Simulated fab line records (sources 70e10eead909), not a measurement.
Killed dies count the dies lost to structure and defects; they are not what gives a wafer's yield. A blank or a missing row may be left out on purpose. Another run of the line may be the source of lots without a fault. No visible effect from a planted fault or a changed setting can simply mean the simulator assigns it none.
fab line records | flow nand-harc
record: lots: 7 | wafers: 21 | last-day: 27
route steps=1159 shown A_STAIRCASE@695 END@1159
lots untouched by any fault: they come from a run of this same line in which no faults occurred
start-h: the number of hours between the record's first day and the start of the first shown wafer of the lot | wait-h: how many hours have passed since the lot's step before this one | " the same as in the row above | L1.1+2: a single row standing in for several wafers | - either no value or no given start | * or withheld: withheld | < > ~ a bound
route shown NAME@n: a module of which the file shows steps, and the number in the route of the first | usual: mean/standard deviation of fault-free wafers | same: alike in all rows | chamber/n: place in a boat | sites: each site's reading | _std_site: standard deviation across them | _edge_site: the outer-site mean with the inner-site mean subtracted | radius-mm: for every site, how far away it sits from the centre of the wafer | mask NAME#n: copy n | behind: the tool/chamber that last shaped the wafer | hold: the reason the lot was held/the length of the hold in hours/how it ended | device: transistor that didn't switch, given as n, p or np | end of line: tests of these same wafers at the route's end | a step without rows: its recipe alone | killed: the dies lost at the first sort to structure and to defects; this is not the yield of the wafer | map: a wafer's dies, x killed, . not, _ none there
set.NAME: the run value of the setting; set.NAME@STEP: its run value at that earlier step | model.NAME: the simulator's own value behind a step, which no gauge read
lots at selected steps of the route; one table per step, one row per wafer
services: the hour from which a tool's chamber was out of use, counted from the record's first day as start-h (under 0 if before that day), plus the number of hours and why
== steps ==
step: NHARC_A_STAIRCASE_PRECLEAN_318
recipe: time-s: * | temp-c: 50 | bath-age-min: 0 | chemistry: SC1
step: NHARC_A_STAIRCASE_SRD_329
step: NHARC_A_STAIRCASE_ALD_415
recipe: target-thk-a: 300 | pulse-time-s: 6 | ald-cycles: 300 | temp-c: 300 | material: SiO2
usual: heater-power-w: 474/45 | precursor-pulse-height-rel: 1.001/0.021
lot.wafer | tool      | chamber | start-h | wait-h | heater-power-w | precursor-pulse-height-rel
L944.2    | ald-hk-02 | 0       | 248.27  | 0.2    | 466            | 0.969
L944.4    | "         | 1       | "       | "      | 513            | 1.020
L944.3    | "         | 3       | "       | "      | 618            | 0.970
L955.2    | ald-hk-03 | 1       | 336.79  | 0.4    | 410            | 1.048
L955.3    | "         | 2       | "       | "      | 432            | 1.009
L955.1    | "         | 3       | "       | "      | 462            | 1.008
L957.3    | ald-hk-02 | 0       | 349.45  | 0.3    | 479            | 1.008
L957.1    | "         | 1       | "       | "      | 507            | 0.984
L957.2    | "         | 2       | "       | "      | 423            | 0.973
L959.4    | ald-hk-02 | 1       | 354.76  | 0.5    | 512            | 0.958
L959.1    | "         | 2       | "       | "      | 415            | 0.971
L959.5    | "         | 3       | "       | "      | 574            | 0.989
L960.4    | ald-hk-01 | 3       | 355.50  | 0.1    | 438            | 1.013
L960.3    | "         | 2       | "       | "      | 514            | 0.986
L960.6    | "         | 0       | "       | "      | 459            | 0.976
L966.1    | ald-hk-01 | 3       | 391.51  | 0.3    | 438            | 0.993
L966.3    | "         | 0       | "       | "      | 456            | 0.990
L966.4    | "         | 1       | "       | "      | 490            | 1.022
L967.1    | ald-hk-02 | 1       | 399.46  | 0.1    | 510            | 1.000
L967.2    | "         | 0       | "       | "      | 483            | 1.039
L967.5    | "         | 2       | "       | "      | 420            | 1.012
step: NHARC_A_STAIRCASE_ETCHBACK_416
recipe: target-depth-a: 360 | time-s: 7.2 | c4f8-flow-sccm: withheld | o2-flow-sccm: 8 | ar-flow-sccm: withheld | rf-w: 600 | bias-w: 800 | chemistry: C4F8/O2/Ar
usual: oes-product-au: 0.94/0.031 | rf-vpp-V: 723/4.5
lot.wafer | tool        | chamber | start-h | wait-h | oes-product-au | rf-hours-counter-h | rf-vpp-V
L944.2    | rie-diel-13 | 2       | -       | -      | 0.93           | 50                 | 717
L944.3    | "           | 3       | "       | "      | 0.92           | 52                 | 715
L944.4    | "           | 0       | "       | "      | 0.92           | 51                 | 725
L955.3    | rie-diel-09 | 3       | -       | -      | 0.93           | 30                 | 723
L955.1    | "           | 1       | "       | "      | 0.92           | 21                 | 732
L955.2    | "           | 2       | "       | "      | 0.92           | 25                 | 724
L957.2    | rie-diel-11 | 2       | -       | -      | 0.93           | 55                 | 720
L957.3    | "           | 3       | "       | "      | 0.94           | 56                 | 722
L957.1    | "           | 0       | "       | "      | 0.93           | 56                 | 715
L959.1    | rie-diel-09 | 3       | -       | -      | 1.01           | 34                 | 724
L959.4    | "           | 1       | "       | "      | 1.00           | -                  | 731
L959.5    | "           | 2       | "       | "      | 1.00           | -                  | 722
L960.3    | rie-diel-11 | 1       | -       | -      | 0.94           | 56                 | 723
L960.4    | "           | 2       | "       | "      | 0.93           | 60                 | 722
L960.6    | "           | 1       | "       | "      | 0.94           | -                  | 723
L966.3    | rie-diel-11 | 1       | -       | -      | 1.00           | 7                  | 724
L966.4    | "           | 2       | "       | "      | 1.00           | 6                  | 723
L966.1    | "           | 0       | "       | "      | 1.00           | 7                  | 716
L967.1    | rie-diel-09 | 1       | -       | -      | 0.92           | 45                 | 730
L967.2    | "           | 3       | "       | "      | 0.92           | 51                 | 723
L967.5    | "           | 0       | "       | "      | 0.93           | -                  | 716
step: NHARC_A_STAIRCASE_STRIP_476
recipe: time-s: 20 | o2-flow-sccm: 500 | ar-flow-sccm: 0 | bias-w: 0 | chemistry: O2
usual: drypump-motor-current-A: 5.5/0.39 | oes-product-au: 1.003/0.0088 | rf-vpp-V: 57.8/0.93 | showerhead-plenum-p-Torr: 3.51/0.16 | throttle-valve-pct: 17.037/0.0086
lot.wafer | tool        | chamber | start-h | wait-h | drypump-motor-current-A | oes-product-au | rf-hours-counter-h | rf-vpp-V | showerhead-plenum-p-Torr | throttle-valve-pct
L944.2    | rie-diel-13 | 0       | 250.47  | 0.1    | 5.5                     | 0.988          | 51                 | 58.4     | 3.60                     | 17.049
L944.4    | "           | 1       | "       | "      | 5.4                     | 0.997          | 51                 | 58.4     | 3.46                     | 17.054
L944.3    | "           | 2       | "       | "      | 5.7                     | 0.994          | 50                 | 57.6     | 3.34                     | 17.038
L955.2    | rie-diel-09 | 1       | 338.71  | 0.1    | 5.4                     | 1.003          | 21                 | 58.3     | 3.80                     | 17.049
L955.1    | "           | 2       | "       | "      | 5.3                     | 0.992          | 25                 | 58.0     | 3.55                     | 17.043
L955.3    | "           | 0       | "       | "      | 4.9                     | 1.000          | 29                 | 58.4     | 3.34                     | 17.046
L957.1    | rie-diel-11 | 2       | 351.42  | 0.1    | 5.8                     | 1.004          | 55                 | 58.5     | 3.45                     | 17.030
L957.2    | "           | 3       | "       | "      | 5.8                     | 1.009          | 56                 | 58.5     | 3.44                     | 17.028
L957.3    | "           | 0       | "       | "      | 5.5                     | 1.008          | 56                 | 58.2     | 3.31                     | 17.053
L959.1    | rie-diel-09 | 2       | 356.48  | 0.1    | 5.3                     | 0.997          | 28                 | 55.4     | 3.55                     | 17.037
L959.5    | "           | 2       | "       | "      | 5.3                     | 0.995          | -                  | 57.7     | 3.55                     | 17.053
L959.4    | "           | 1       | "       | "      | 5.4                     | 0.984          | -                  | 58.5     | 3.79                     | 17.032
L960.3    | rie-diel-11 | 0       | 358.96  | 0.3    | 5.5                     | 1.011          | 59                 | 57.9     | 3.31                     | 17.050
L960.4    | "           | 1       | "       | "      | 5.7                     | 1.013          | 56                 | 57.7     | 3.55                     | 17.031
L960.6    | "           | 3       | "       | "      | 5.7                     | 1.005          | -                  | 57.5     | 3.44                     | 17.034
L966.4    | rie-diel-11 | 3       | 393.46  | 0.1    | 5.8                     | 1.000          | 6                  | 56.9     | 3.43                     | 17.041
L966.1    | "           | 0       | "       | "      | 5.5                     | 1.012          | 7                  | 58.1     | 3.31                     | 17.036
L966.3    | "           | 1       | "       | "      | 5.7                     | 1.001          | 7                  | 58.7     | 3.55                     | 17.043
L967.2    | rie-diel-09 | 1       | 401.63  | 0.1    | 5.4                     | 1.000          | 45                 | 58.5     | 3.78                     | 17.030
L967.1    | "           | 2       | "       | "      | 5.3                     | 1.003          | 49                 | 56.6     | 3.54                     | 17.037
L967.5    | "           | 0       | "       | "      | 4.8                     | 1.002          | -                  | 55.9     | 3.34                     | 17.048
step: NHARC_A_STAIRCASE_DEP_417
recipe: target-thk-a: 600 | step-coverage-pct: 20 | temp-c: 400 | target-thk-nm: 60 | flow-sccm: 200 | rf-w: 450 | material: Si3N4
usual: heater-power-outer-w: 419/46 | heater-power-w: 709/83 | showerhead-vpp-V: 1321/55
lot.wafer | tool     | chamber | start-h | wait-h | heater-power-outer-w | heater-power-w | showerhead-vpp-V
L944.2    | pecvd-01 | 0       | 250.63  | -      | 444                  | 749            | 1345
L944.4    | "        | 2       | "       | "      | 445                  | 811            | 1314
L944.3    | "        | 0       | "       | "      | 443                  | 781            | 1347
L955.2    | pecvd-01 | 0       | 338.89  | -      | 477                  | 807            | 1344
L955.3    | "        | 1       | "       | "      | 366                  | 551            | 1317
L955.1    | "        | 2       | "       | "      | 404                  | 775            | 1311
L957.1    | pecvd-02 | 1       | 351.52  | -      | 385                  | 659            | 1172
L957.2    | "        | 2       | "       | "      | 488                  | 758            | 1310
L957.3    | "        | 0       | "       | "      | 452                  | 760            | 1357
L959.1    | pecvd-02 | 0       | 356.64  | -      | 370                  | 665            | 1392
L959.5    | "        | 2       | "       | "      | 403                  | 691            | 1296
L959.4    | "        | 0       | "       | "      | 370                  | 668            | 1357
L960.3    | pecvd-03 | 2       | 359.09  | -      | 425                  | 728            | 1266
L960.4    | "        | 1       | "       | "      | 343                  | 600            | 1398
L960.6    | "        | 2       | "       | "      | 420                  | 760            | 1289
L966.3    | pecvd-01 | 1       | 393.55  | -      | 429                  | 652            | 1318
L966.1    | "        | 2       | "       | "      | 475                  | 835            | 1327
L966.4    | "        | 2       | "       | "      | 344                  | 647            | 1319
L967.1    | pecvd-01 | 1       | 401.76  | -      | 463                  | 718            | 1326
L967.2    | "        | 2       | "       | "      | 450                  | 835            | 1325
L967.5    | "        | 1       | "       | "      | 469                  | 713            | 1322
step: NHARC_A_STAIRCASE_WET_418
recipe: temp-c: 160 | target-depth-a: 200 | chemistry: H3PO4
step: NHARC_A_STAIRCASE_PRECLEAN_419
recipe: time-s: * | temp-c: 50 | bath-age-min: 0 | chemistry: SC1
step: NHARC_A_STAIRCASE_SRD_421
step: NHARC_A_STAIRCASE_ALD_420
recipe: target-thk-a: 200 | pulse-time-s: 6 | ald-cycles: 200 | temp-c: 300 | material: SiO2
usual: heater-power-w: 468/43 | precursor-pulse-height-rel: 1.001/0.019
lot.wafer | tool      | chamber | start-h | wait-h | heater-power-w | precursor-pulse-height-rel
L944.3    | ald-hk-03 | 1       | 252.78  | -      | 420            | 0.973
L944.4    | "         | 3       | "       | "      | 450            | 1.021
L944.2    | "         | 0       | "       | "      | 496            | 0.992
L955.2    | ald-hk-02 | 1       | 342.83  | -      | 520            | 1.000
L955.1    | "         | 2       | "       | "      | 418            | 0.998
L955.3    | "         | 3       | "       | "      | 562            | 0.985
L957.3    | ald-hk-03 | 1       | 355.44  | -      | 410            | 1.020
L957.2    | "         | 2       | "       | "      | 441            | 1.005
L957.1    | "         | 3       | "       | "      | 466            | 0.982
L960.3    | ald-hk-01 | 2       | 360.37  | -      | 502            | 0.981
L960.4    | "         | 0       | "       | "      | 453            | 1.012
L960.6    | "         | 3       | "       | "      | 434            | 1.046
L959.1    | ald-hk-02 | 0       | 360.52  | -      | 483            | 1.007
L959.4    | "         | 1       | "       | "      | 510            | 1.026
L959.5    | "         | 3       | "       | "      | 564            | 0.986
L966.3    | ald-hk-02 | 1       | 434.34  | -      | 509            | 0.995
L966.1    | "         | 2       | "       | "      | 423            | 1.010
L966.4    | "         | 3       | "       | "      | 565            | 0.971
L967.2    | ald-hk-01 | 2       | 435.45  | -      | 509            | 1.022
L967.1    | "         | 3       | "       | "      | 438            | 0.997
L967.5    | "         | 1       | "       | "      | 470            | 0.976
step: NHARC_A_STAIRCASE_CVD_552
recipe: target-thk-a: 400 | temp-c: 700 | pressure-mtorr: 300 | material: SiNx
step: NHARC_A_STAIRCASE_DEP_151
recipe: target-thk-a: 38000 | temp-c: 400 | target-thk-nm: 3800 | teos-flow-sccm: 200 | rf-w: 500 | material: SiO2
usual: heater-power-outer-w: 374/51 | heater-power-w: 646/82
lot.wafer | tool     | chamber | start-h | wait-h | heater-power-outer-w | heater-power-w
L944.2    | pecvd-03 | 0       | 261.08  | 0.4    | 376                  | 593
L944.3    | "        | 2       | "       | "      | 398                  | 711
L944.4    | "        | 1       | "       | "      | 305                  | 545
L955.3    | pecvd-03 | 1       | 350.98  | 0.4    | 332                  | 583
L955.1    | "        | 2       | "       | "      | 416                  | 695
L955.2    | "        | 0       | "       | "      | 382                  | 590
L957.3    | pecvd-02 | 1       | 363.53  | 0.4    | -                    | -
L957.2    | "        | 2       | "       | "      | -                    | -
L957.1    | "        | 0       | "       | "      | -                    | -
L960.3    | pecvd-03 | 2       | 368.66  | 0.4    | -                    | -
L960.4    | "        | 2       | "       | "      | -                    | -
L960.6    | "        | 0       | "       | "      | -                    | -
L959.1    | pecvd-01 | 2       | 368.66  | 0.4    | -                    | -
L959.5    | "        | 0       | "       | "      | -                    | -
L959.4    | "        | 1       | "       | "      | -                    | -
L966.3    | pecvd-01 | 0       | 442.47  | 0.4    | 390                  | 669
L966.1    | "        | 2       | "       | "      | 424                  | 763
L966.4    | "        | 0       | "       | "      | 355                  | 608
L967.2    | pecvd-03 | 0       | 443.62  | 1.5    | 392                  | 591
L967.1    | "        | 1       | "       | "      | 287                  | 549
L967.5    | "        | 1       | "       | "      | 262                  | 502
step: NHARC_A_STAIRCASE_ANNEAL_320
recipe: temp-c: 750 | time-s: 1800
step: NHARC_END_SORT_01
recipe: temp-c: 25
usual: killed-at-array: 28/11 | killed-at-other: 0.9/1.2 | killed-at-periphery: 2.6/2.1 | killed-dies: 31/11 | killed-open: 3.1/1.7 | killed-short: 1.9/1.3
same: gross-dies: 677
lot.wafer | tool      | chamber | start-h | wait-h | killed-at-array | killed-at-other | killed-at-periphery | killed-dies | killed-open | killed-short
L959.1    | prober-02 | 0       | 598.41  | 2.5    | 673             | 1               | 3                   | 677         | 2           | 1
L959.4    | prober-02 | 0       | 600.79  | 3.4    | 675             | 0               | 2                   | 677         | 4           | 2
L959.5    | prober-02 | 0       | 601.58  | 3.7    | 670             | 4               | 3                   | 677         | 3           | 2
L957.1    | prober-01 | 0       | 601.47  | 2.5    | 671             | 1               | 5                   | 677         | 5           | 2
L957.2    | prober-01 | 0       | 602.28  | 2.8    | 674             | 1               | 2                   | 677         | 3           | 4
L957.3    | prober-01 | 0       | 603.09  | 3.1    | 674             | 0               | 3                   | 677         | 2           | 3
L960.3    | prober-01 | 0       | 610.92  | 3.1    | 671             | 1               | 5                   | 677         | 3           | 4
L960.4    | prober-01 | 0       | 611.72  | 3.4    | 676             | 0               | 1                   | 677         | 2           | 1
L960.6    | prober-01 | 0       | 613.32  | 4.0    | 668             | 2               | 7                   | 677         | 3           | 3
killed by level:class
L959.1 A_STAIRCASE:area-dep=659 A_SLIT:chamber-film-flake=5 A_CONTACT:chamber-film-flake=5 P_CONTACT:geometric-particle:open=2 A_CHANNEL_HOLE_D1:chamber-film-flake=2 A_WL_FILL:geometric-particle:short=1 P_BONDPAD:chamber-film-flake=1 A_M0:chamber-film-flake=1
L959.4 A_STAIRCASE:area-dep=645 A_SLIT:chamber-film-flake=14 A_CHANNEL_HOLE_D1:chamber-film-flake=6 A_CONTACT:chamber-film-flake=5 A_SGD_CUT:geometric-particle:open=2 P_M0:geometric-particle:short=1 P_M1:geometric-particle:open=1 A_CONTACT:geometric-particle:open=1
L957.1 A_STAIRCASE:area-dep=639 A_CHANNEL_HOLE_D1:chamber-film-flake=19 P_M1:chamber-film-flake=4 A_M1:chamber-film-flake=3 A_CONTACT:geometric-particle:open=2 A_CONTACT:chamber-film-flake=2 A_ONON_D1:geometric-particle:short=1 A_SGD_CUT:geometric-particle:open=1
L959.5 A_STAIRCASE:area-dep=651 A_SLIT:chamber-film-flake=9 A_CONTACT:chamber-film-flake=5 THIN_TSV:chamber-film-flake=4 P_CONTACT:geometric-particle:open=2 A_CHANNEL_FILL_D1:geometric-particle:short=2 A_CHANNEL_HOLE_D1:chamber-film-flake=2 A_CONTACT:geometric-particle:open=1
L957.2 A_STAIRCASE:area-dep=639 A_CHANNEL_HOLE_D1:chamber-film-flake=18 A_M1:chamber-film-flake=6 A_CONTACT:chamber-film-flake=3 P_M1:chamber-film-flake=2 A_STAIRCASE:chamber-film-flake=2 A_ONON_D1:geometric-particle:open=1 A_CHANNEL_FILL_D1:geometric-particle:short=1
L957.3 A_STAIRCASE:area-dep=640 A_CHANNEL_HOLE_D1:chamber-film-flake=18 A_M1:chamber-film-flake=6 A_CONTACT:chamber-film-flake=3 P_M1:chamber-film-flake=2 A_STAIRCASE:chamber-film-flake=2 P_CONTACT:geometric-particle:short=1 A_ONON_D1:geometric-particle:short=1
L960.3 A_STAIRCASE:area-dep=641 A_CHANNEL_HOLE_D1:chamber-film-flake=17 P_M2:chamber-film-flake=5 A_STAIRCASE:chamber-film-flake=3 A_M1:chamber-film-flake=2 A_SOURCE_PLATE:geometric-particle:short=1 A_ONON_D1:geometric-particle:short=1 A_SGD_CUT:geometric-particle:open=1
L960.4 A_STAIRCASE:area-dep=645 A_CHANNEL_HOLE_D1:chamber-film-flake=19 A_STAIRCASE:chamber-film-flake=5 A_CONTACT:chamber-film-flake=3 A_ONON_D1:geometric-particle:short=1 A_CONTACT:geometric-particle:open=1 A_M1:geometric-particle:open=1 P_M2:chamber-film-flake=1
L960.6 A_STAIRCASE:area-dep=638 A_CHANNEL_HOLE_D1:chamber-film-flake=20 P_M2:chamber-film-flake=5 A_CONTACT:chamber-film-flake=3 A_STAIRCASE:chamber-film-flake=2 P_GATE:geometric-particle:short=1 A_ONON_D1:geometric-particle:open=1 A_CHANNEL_HOLE_D1:geometric-particle:open=1
map L957.1 (x killed, . not)
____________x____________
_________xxxxxxx_________
_______xxxxxxxxxxx_______
______xxxxxxxxxxxxx______
_____xxxxxxxxxxxxxxx_____
____xxxxxxxxxxxxxxxxx____
____xxxxxxxxxxxxxxxxx____
___xxxxxxxxxxxxxxxxxxx___
___xxxxxxxxxxxxxxxxxxx___
__xxxxxxxxxxxxxxxxxxxxx__
__xxxxxxxxxxxxxxxxxxxxx__
_xxxxxxxxxxxxxxxxxxxxxxx_
_xxxxxxxxxxxxxxxxxxxxxxx_
_xxxxxxxxxxxxxxxxxxxxxxx_
_xxxxxxxxxxxxxxxxxxxxxxx_
_xxxxxxxxxxxxxxxxxxxxxxx_
xxxxxxxxxxxxxxxxxxxxxxxxx
xxxxxxxxxxxxxxxxxxxxxxxxx
xxxxxxxxxxxxxxxxxxxxxxxxx
xxxxxxxxxxxxxxxxxxxxxxxxx
xxxxxxxxxxxxxxxxxxxxxxxxx
_xxxxxxxxxxxxxxxxxxxxxxx_
_xxxxxxxxxxxxxxxxxxxxxxx_
_xxxxxxxxxxxxxxxxxxxxxxx_
_xxxxxxxxxxxxxxxxxxxxxxx_
_xxxxxxxxxxxxxxxxxxxxxxx_
__xxxxxxxxxxxxxxxxxxxxx__
__xxxxxxxxxxxxxxxxxxxxx__
___xxxxxxxxxxxxxxxxxxx___
___xxxxxxxxxxxxxxxxxxx___
____xxxxxxxxxxxxxxxxx____
____xxxxxxxxxxxxxxxxx____
_____xxxxxxxxxxxxxxx_____
______xxxxxxxxxxxxx______
_______xxxxxxxxxxx_______
_________xxxxxxx_________
____________x____________
map L959.1 (x killed, . not)
____________x____________
_________xxxxxxx_________
_______xxxxxxxxxxx_______
______xxxxxxxxxxxxx______
_____xxxxxxxxxxxxxxx_____
____xxxxxxxxxxxxxxxxx____
____xxxxxxxxxxxxxxxxx____
___xxxxxxxxxxxxxxxxxxx___
___xxxxxxxxxxxxxxxxxxx___
__xxxxxxxxxxxxxxxxxxxxx__
__xxxxxxxxxxxxxxxxxxxxx__
_xxxxxxxxxxxxxxxxxxxxxxx_
_xxxxxxxxxxxxxxxxxxxxxxx_
_xxxxxxxxxxxxxxxxxxxxxxx_
_xxxxxxxxxxxxxxxxxxxxxxx_
_xxxxxxxxxxxxxxxxxxxxxxx_
xxxxxxxxxxxxxxxxxxxxxxxxx
xxxxxxxxxxxxxxxxxxxxxxxxx
xxxxxxxxxxxxxxxxxxxxxxxxx
xxxxxxxxxxxxxxxxxxxxxxxxx
xxxxxxxxxxxxxxxxxxxxxxxxx
_xxxxxxxxxxxxxxxxxxxxxxx_
_xxxxxxxxxxxxxxxxxxxxxxx_
_xxxxxxxxxxxxxxxxxxxxxxx_
_xxxxxxxxxxxxxxxxxxxxxxx_
_xxxxxxxxxxxxxxxxxxxxxxx_
__xxxxxxxxxxxxxxxxxxxxx__
__xxxxxxxxxxxxxxxxxxxxx__
___xxxxxxxxxxxxxxxxxxx___
___xxxxxxxxxxxxxxxxxxx___
____xxxxxxxxxxxxxxxxx____
____xxxxxxxxxxxxxxxxx____
_____xxxxxxxxxxxxxxx_____
______xxxxxxxxxxxxx______
_______xxxxxxxxxxx_______
_________xxxxxxx_________
____________x____________
== services ==
tool        | chamber | start-h | hours | kind
rie-diel-13 | 2       | 225.68  | 4.4   | repair
ald-hk-01   | -       | 228.00  | 10.0  | pm
pecvd-01    | -       | 237.53  | 13.0  | pm
rie-diel-11 | 1       | 241.89  | 9.1   | repair
rie-diel-09 | -       | 254.15  | 9.0   | pm
ald-hk-02   | -       | 254.38  | 1.9   | repair
rie-diel-13 | -       | 276.20  | 9.0   | pm
ald-hk-02   | -       | 282.19  | 10.0  | pm
ald-hk-02   | 0       | 282.19  | 10.0  | vent-cycle
ald-hk-02   | 1       | 282.19  | 10.0  | vent-cycle
ald-hk-02   | 2       | 282.19  | 10.0  | vent-cycle
rie-diel-09 | 1       | 290.16  | 10.6  | repair
pecvd-03    | -       | 292.00  | 13.0  | pm
pecvd-03    | 0       | 308.58  | 4.4   | repair
pecvd-02    | 1       | 314.05  | 2.2   | repair
pecvd-02    | -       | 317.25  | 0.3   | repair
pecvd-02    | -       | 334.00  | 13.0  | pm
rie-diel-09 | -       | 350.67  | 2.0   | repair
rie-diel-11 | -       | 366.68  | 9.0   | pm
rie-diel-13 | 2       | 394.58  | 8.5   | repair
ald-hk-01   | -       | 406.00  | 10.0  | pm
pecvd-01    | -       | 418.53  | 13.0  | pm
pecvd-02    | 0       | 421.28  | 39.5  | repair
rie-diel-09 | -       | 431.29  | 9.0   | pm
== key ==
first-sign: step: NHARC_A_STAIRCASE_DEP_151 | reading: tool-record | direction: missing
effect: step: NHARC_END_SORT_01 | reading: killed-at-array | direction: up | sigmas: 60 | usual: 28 | struck: 672
more-kills-born-at: NHARC_A_STAIRCASE_DEP_151@pecvd-01: 1955 | NHARC_A_STAIRCASE_DEP_151@pecvd-03: 1924 | NHARC_A_STAIRCASE_DEP_151@pecvd-02: 1918
met-at NHARC_A_STAIRCASE_DEP_151
struck-wafers L957.1,L957.2,L957.3,L959.1,L959.4,L959.5,L960.3,L960.4,L960.6
later-rows-left-out L957.1,L957.2,L957.3,L959.1,L959.4,L959.5,L960.3,L960.4,L960.6
tester-left-out L957,L959,L960
onset-between 350.98 363.53
fault: kind: skipped-step-whole | tool: pecvd-01,pecvd-02,pecvd-03 | chamber: - | onset-h: 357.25 | steps: NHARC_A_STAIRCASE_DEP_151 | scope: struck-lots-only
tester-left-out: of these lots the tester's yield and bins aren't shown, on N5 and GAA mostly nor the transistor test; their killed dies are dies lost to structure and defects alone, not to doping, threshold or leakage, so they don't give the yield
later-rows-left-out: the simulator's readings of these wafers behind a module that went badly wrong aren't trusted and aren't shown, but for the sort
